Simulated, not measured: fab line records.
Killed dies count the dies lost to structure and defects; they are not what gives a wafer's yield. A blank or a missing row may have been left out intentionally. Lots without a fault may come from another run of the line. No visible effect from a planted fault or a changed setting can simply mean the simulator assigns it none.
Split-lot experiment + flow n5_finfet + 21 wafers read across 7 lots, on a route 1938 steps long

SPLIT DETAILS
At N5_BEOL_M0_SAQP_ETCH_106 (etches SOC in N2/H2, stops on SiNx, target depth 150 nm), the setting target_depth_a was moved away from the recipe's 1500 angstrom on 7 of the 21 wafers read, by +4.3% to +7.4%. This setting was run at the recipe's value on the other wafers.

The file shows no step between the split and the reading.

THE READING
SOC_of_BEOL_M0_SAQP_COAT_105.thk_nm (the simulator's own value, which no gauge read), in nm, at N5_BEOL_M0_SAQP_ETCH_107 (etches SiNx in CH3F/O2, target depth 30 nm). The file does not state a usual value for it. Average 12.4 nm, standard deviation 0.93 nm, over the 14 wafers here run with the recipe.

| wafer  | tool, chamber at the split | target_depth_a as run, angstrom | against the recipe | SOC_of_BEOL_M0_SAQP_COAT_105.thk_nm, nm | against lot-mates on the recipe |
|--------|----------------------------|---------------------------------|--------------------|-----------------------------------------|---------------------------------|
| L074.2 | rie_diel-06, 1             | 1500                            | recipe             | 12.4                                    | -                               |
| L074.3 | rie_diel-06, 2             | 1500                            | recipe             | 13.4                                    | -                               |
| L074.4 | rie_diel-06, 1             | 1500                            | recipe             | 12.2                                    | -                               |
| L077.3 | rie_diel-03, 3             | 1500                            | recipe             | 11.6                                    | -                               |
| L077.4 | rie_diel-03, 1             | 1500                            | recipe             | 12.4                                    | -                               |
| L077.6 | rie_diel-03, 1             | 1611                            | +7.4%              | 7.8                                     | -4.2                            |
| L080.1 | rie_diel-06, 0             | 1500                            | recipe             | 11.8                                    | -                               |
| L080.3 | rie_diel-06, 1             | 1500                            | recipe             | 11.2                                    | -                               |
| L080.5 | rie_diel-06, 2             | 1500                            | recipe             | 14.4                                    | -                               |
| L082.1 | rie_diel-01, 3             | 1564                            | +4.3%              | 9.4                                     | -3.0                            |
| L082.2 | rie_diel-01, 0             | 1500                            | recipe             | 12.4                                    | -                               |
| L082.3 | rie_diel-01, 1             | 1564                            | +4.3%              | 8                                       | -4.4                            |
| L087.2 | rie_diel-06, 0             | 1500                            | recipe             | 11.4                                    | -                               |
| L087.5 | rie_diel-06, 1             | 1500                            | recipe             | 12                                      | -                               |
| L087.6 | rie_diel-06, 0             | 1500                            | recipe             | 11.2                                    | -                               |
| L095.2 | rie_diel-03, 0             | 1500                            | recipe             | 13.6                                    | -                               |
| L095.4 | rie_diel-03, 2             | 1590                            | +6.0%              | 8                                       | -5.6                            |
| L095.5 | rie_diel-03, 0             | 1590                            | +6.0%              | 9                                       | -4.6                            |
| L096.2 | rie_diel-03, 2             | 1587                            | +5.8%              | 8                                       | -5.2                            |
| L096.4 | rie_diel-03, 0             | 1500                            | recipe             | 13.2                                    | -                               |
| L096.6 | rie_diel-03, 2             | 1587                            | +5.8%              | 8.8                                     | -4.4                            |

THE FIT
A straight line over all 21 wafers: SOC_of_BEOL_M0_SAQP_COAT_105.thk_nm changes by -0.678 nm for each +1% of target_depth_a; r = -0.91; the points scatter about the line by 0.9 nm.
The same after taking each lot's own level away (the mean of its wafers on the recipe; 21 wafers): -0.772 nm for each +1%; r = -0.94; scatter 0.8 nm.
The reading moves by 5.7 nm for the largest change in target_depth_a, on that fit.
From 11.53 to 13.60 nm: that is the span of the lots' own levels, equal to 2.2 times the standard deviation above.
So the slope is not independent of the lot-to-lot level: the two fits are not the same.
Check: -6.25 nm against its lot-mates is what the line predicts for one of the wafers moved furthest among these (+7.4%) when that wafer is left out of the fit. It came out at -4.2 nm against them.

FURTHER SPLITS ON THESE WAFERS
These wafers also went through other splits before the reading. Each is held against what the fit with the lots' levels taken away leaves over:
| other split on the same wafers         | wafers away from the commonest value | r with SOC_of_BEOL_M0_SAQP_COAT_105.thk_nm (lot level and that fit taken away) |
|----------------------------------------|--------------------------------------|--------------------------------------------------------------------------------|
| N5_SD_EPI_N_DEVELOP_08 develop_time_s  | 8                                    | -0.20                                                                          |
| N5_ILD0_CMP_03 down_force_psi          | 9                                    | -0.43                                                                          |
| N5_ILD0_ALD_15 ald_cycles              | 9                                    | -0.20                                                                          |
| N5_HKMG_FIN_EXPOSE_09 dose_mj          | 5                                    | +0.12                                                                          |
| N5_HKMG_FIN_DEVELOP_11 develop_time_s  | 6                                    | -0.13                                                                          |
| N5_HKMG_FIN_COAT_66 spin_rpm           | 4                                    | +0.45                                                                          |
| N5_MOL_CONTACT_COAG_ETCH_105 bias_w    | 5                                    | -0.13                                                                          |
| N5_MOL_CONTACT_COAG_ETCH_15 source_w   | 8                                    | +0.09                                                                          |
| N5_MOL_CONTACT_COAG_VIA_ETCH_46 bias_w | 4                                    | -0.48                                                                          |

THE WHOLE CHAIN: every reading that the file lists as answering this split, in the file's order
| step                     | what it does                                            | reading                                                                              | change (the file's fit)               | r (the file's) |
|--------------------------|---------------------------------------------------------|--------------------------------------------------------------------------------------|---------------------------------------|----------------|
| N5_BEOL_M0_SAQP_ETCH_106 | etches SOC in N2/H2, stops on SiNx, target depth 150 nm | SOC_of_BEOL_M0_SAQP_COAT_105.thk_nm (the simulator's own value, which no gauge read) | -0.73 nm for each +1% of the setting  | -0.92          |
| N5_BEOL_M0_SAQP_ETCH_107 | etches SiNx in CH3F/O2, target depth 30 nm              | SOC_of_BEOL_M0_SAQP_COAT_105.thk_nm (the simulator's own value, which no gauge read) | -0.738 nm for each +1% of the setting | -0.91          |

FILE'S OWN FIT
SOC_of_BEOL_M0_SAQP_COAT_105.thk_nm changes by -0.738 nm for each +1% of target_depth_a, r = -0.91.
